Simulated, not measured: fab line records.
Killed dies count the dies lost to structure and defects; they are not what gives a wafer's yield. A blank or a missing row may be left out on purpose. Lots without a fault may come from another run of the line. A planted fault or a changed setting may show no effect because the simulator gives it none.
Matching of chambers ; flow nand-harc ; NHARC_P_ZERO_WELL_DESCUM_13 on rie-diel-08 has 4 sister chambers
The step chemistry O2, time 3 s. 14 wafers are shown with their chamber, then 7 later ones without.

== WAFERS WITH THEIR CHAMBER ==
wafer;chamber;showerhead-plenum-p-Torr (Torr);drypump-motor-current-A (A);rf-vpp-V (V)
L076.1;1;1.88;5.5;56.7
L076.3;3;2.03;6.4;58.6
L076.4;2;2.01;5.9;57.8
L078.2;3;2.03;6.3;58.7
L078.3;1;1.88;5.4;57.2
L078.4;0;1.81;5.8;57.9
L084.1;2;2.00;5.9;58.2
L084.2;1;1.87;5.4;57.4
L084.6;0;1.80;5.8;56.5
L086.1;2;1.99;5.9;57.8
L086.3;1;1.87;5.5;58.4
L086.4;0;1.80;5.8;56.1
L092.2;0;1.80;5.8;57.4
L092.3;1;1.87;5.4;57.1

SIGNATURES (averages over the wafers above)
reading;chamber 0;chamber 1;chamber 2;chamber 3;scatter within a chamber
showerhead-plenum-p-Torr;1.8025;1.8740;2.0000;2.0300;0.00628
drypump-motor-current-A;5.800;5.440;5.900;6.350;0.0412
rf-vpp-V;56.975;57.360;57.933;58.650;0.612
Rule: a wafer lies at a distance from a chamber equal to the root of the sum of squares, over the readings, of (its reading less the chamber's mean, divided by the reading's scatter). The wafer belongs to the nearest chamber; if the next one is less than 2 further off, it can't be placed. The scatter is the square root of a quotient: the sum, over the shown wafers, of each reading's squared deviation from its chamber's mean, divided by wafers minus chambers.

== WAFERS MISSING THEIR CHAMBER ==
wafer;showerhead-plenum-p-Torr (Torr);drypump-motor-current-A (A);rf-vpp-V (V)
L092.5;1.99;5.9;58.3
L094.2;2.01;6.3;56.8
L094.3;1.79;5.8;57.1
L094.5;2.01;6.4;58.1
L096.1;2.01;6.4;58.0
L096.3;1.98;5.9;58.9
L096.4;1.79;5.8;57.4

== WHICH CHAMBER EACH WENT THROUGH ==
wafer;from the rows above;in truth
L092.5;2;2
L094.2;3;3
L094.3;0;0
L094.5;3;3
L096.1;3;3
L096.3;2;2
L096.4;0;0
Correct placement for 7 of the 7. Not placeable from these rows: 0. Placed wrongly: 0.
